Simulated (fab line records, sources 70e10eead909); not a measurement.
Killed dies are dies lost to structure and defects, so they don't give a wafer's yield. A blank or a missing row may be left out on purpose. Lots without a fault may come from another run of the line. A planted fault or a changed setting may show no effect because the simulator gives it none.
Chamber matching | flow nand_harc | NHARC_A_CONTACT_ETCH_48 on rie_diel-08: 4 sister chambers
The step etches the open film in CF4, target depth 39 nm, time 65 s. 8 wafers are shown with their chamber, then 7 later ones without.

WAFERS WITH THEIR CHAMBER
wafer  | chamber | showerhead_plenum_p_Torr (Torr) | drypump_motor_current_A (A)
L555.1 | 3       | 1.70                            | 6.1
L555.2 | 0       | 1.72                            | 5.8
L555.5 | 0       | 1.72                            | 5.9
L556.1 | 2       | 1.73                            | 6.0
L556.4 | 1       | 1.72                            | 5.9
L556.6 | 2       | 1.73                            | 6.0
L561.1 | 3       | 1.70                            | 6.2
L561.4 | 1       | 1.71                            | 5.8

WAFERS WITHOUT THEIR CHAMBER
wafer  | showerhead_plenum_p_Torr (Torr) | drypump_motor_current_A (A)
L561.5 | 1.71                            | 5.9
L565.2 | 1.70                            | 6.1
L565.4 | 1.71                            | 5.9
L565.5 | 1.73                            | 6.0
L566.1 | 1.70                            | 6.2
L566.3 | 1.73                            | 6.0
L566.4 | 1.71                            | 5.8

WHICH CHAMBER EACH WENT THROUGH
wafer  | from the rows above     | in truth
L561.5 | can't be placed: 1 or 0 | 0
L565.2 | 3                       | 3
L565.4 | can't be placed: 1 or 0 | 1
L565.5 | 2                       | 2
L566.1 | 3                       | 3
L566.3 | 2                       | 2
L566.4 | can't be placed: 1 or 0 | 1
Placed correctly: 4 of 7. Can't be placed from these rows: 3 (the true chamber is among the candidates in 3). Placed wrongly: 0.
How it was worked out, from the rows above alone: a wafer's distance from a chamber is the root of the sum, over the readings, of the square of ((its reading less the chamber's mean) divided by the reading's scatter). The wafer belongs to the nearest chamber; if the next one is less than 2 further off, it can't be placed. A chamber's mean is the mean of its shown wafers. The scatter: the root of (the sum of the squares of (reading less its chamber's mean) over the shown wafers, divided by (wafers less chambers)).
